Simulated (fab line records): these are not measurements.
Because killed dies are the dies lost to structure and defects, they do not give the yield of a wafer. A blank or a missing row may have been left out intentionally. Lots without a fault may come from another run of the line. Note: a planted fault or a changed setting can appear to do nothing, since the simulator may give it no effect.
Matching of chambers    flow nandHarc    NHARC_A_STAIRCASE_DESCUM_186 on rieDiel-01: 4 sister chambers
The step chemistry O2, time 3 s. 8 wafers are shown with their chamber, then 7 later ones without.

== WAFERS, EACH WITH ITS CHAMBER ==
wafer   chamber  drypumpMotorCurrentA (A)  showerheadPlenumPTorr (Torr)
L083.6  1        5.2                       2.06
L085.1  1        5.2                       2.06
L085.2  0        5.8                       1.76
L085.4  2        6.3                       2.02
L087.5  3        5.1                       2.00
L087.6  2        6.3                       2.02
L090.1  0        5.9                       2.08
L090.2  3        5.0                       2.00

== WAFERS WHOSE CHAMBER IS MISSING ==
wafer   drypumpMotorCurrentA (A)  showerheadPlenumPTorr (Torr)
L090.6  5.2                       2.05
L093.3  5.9                       2.07
L093.4  5.2                       2.05
L093.5  5.1                       1.99
L095.2  6.3                       2.02
L095.4  5.8                       2.07
L095.6  6.3                       2.02

== WHICH CHAMBER EACH ONE RAN IN ==
wafer   from the rows above      in truth
L090.6  1                        1
L093.3  0                        0
L093.4  1                        1
L093.5  can't be placed: 3 or 1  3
L095.2  2                        2
L095.4  0                        0
L095.6  2                        2
Correctly placed: 6 of 7. Cannot be placed on the basis of these rows: 1; the candidates contain the true chamber in 1. Placed wrongly: 0.
How it was worked out, from the rows above alone: a wafer's distance from a chamber is the root of the sum, over the readings, of the square of ((its reading less the chamber's mean) divided by the reading's scatter). If the next closest chamber is less than 2 further off than the closest, the wafer can't be placed; otherwise it belongs to the closest. A chamber's mean is the mean of its shown wafers. The scatter is the square root of a quotient: the sum, over the shown wafers, of each reading's squared deviation from its chamber's mean, divided by wafers minus chambers.
